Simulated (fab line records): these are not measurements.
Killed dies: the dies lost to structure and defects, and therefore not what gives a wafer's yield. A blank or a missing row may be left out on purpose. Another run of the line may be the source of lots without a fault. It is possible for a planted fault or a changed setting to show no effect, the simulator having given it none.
Chamber matching	flow nand_harc	NHARC_A_M0_DESCUM_14 on rie_diel-11: 4 sister chambers
The step chemistry O2, time 3 s. 8 wafers are shown with their chamber, then 9 later ones without.

== WAFERS, EACH WITH ITS CHAMBER ==
wafer	chamber	drypump_motor_current_A (A)	oes_product_au (a.u.)
L078.5	1	6.1	0.982
L079.5	3	5.8	1.002
L085.2	0	6.0	0.984
L085.3	3	5.8	0.990
L085.6	2	6.6	1.009
L086.2	2	6.5	1.013
L086.3	1	6.1	1.000
L086.4	0	6.0	0.997

== WAFERS WHOSE CHAMBER IS MISSING ==
wafer	drypump_motor_current_A (A)	oes_product_au (a.u.)
L089.1	6.0	0.999
L089.4	5.8	0.998
L089.6	6.0	1.007
L090.1	5.8	0.995
L090.3	6.5	1.016
L090.6	6.0	0.995
L097.2	6.0	0.997
L097.5	6.0	0.985
L097.6	5.8	0.999

== WHICH CHAMBER EACH WENT THROUGH ==
wafer	from the rows above	in truth
L089.1	0	0
L089.4	3	3
L089.6	can't be placed: 0 or 1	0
L090.1	3	3
L090.3	2	2
L090.6	0	0
L097.2	0	0
L097.5	0	0
L097.6	3	3
8 of 9 placed correctly. From these rows, 1 cannot be placed; in 1 the true chamber is one of the candidates. Placed wrongly: 0.
How it was worked out, from the rows above alone: a wafer's distance from a chamber is the root of the sum, over the readings, of the square of ((its reading less the chamber's mean) divided by the reading's scatter). If the next closest chamber is less than 2 further off than the closest, the wafer can't be placed; otherwise it belongs to the closest. A chamber's mean is the mean of its shown wafers. The scatter is the square root of a quotient: the sum, over the shown wafers, of each reading's squared deviation from its chamber's mean, divided by wafers minus chambers.
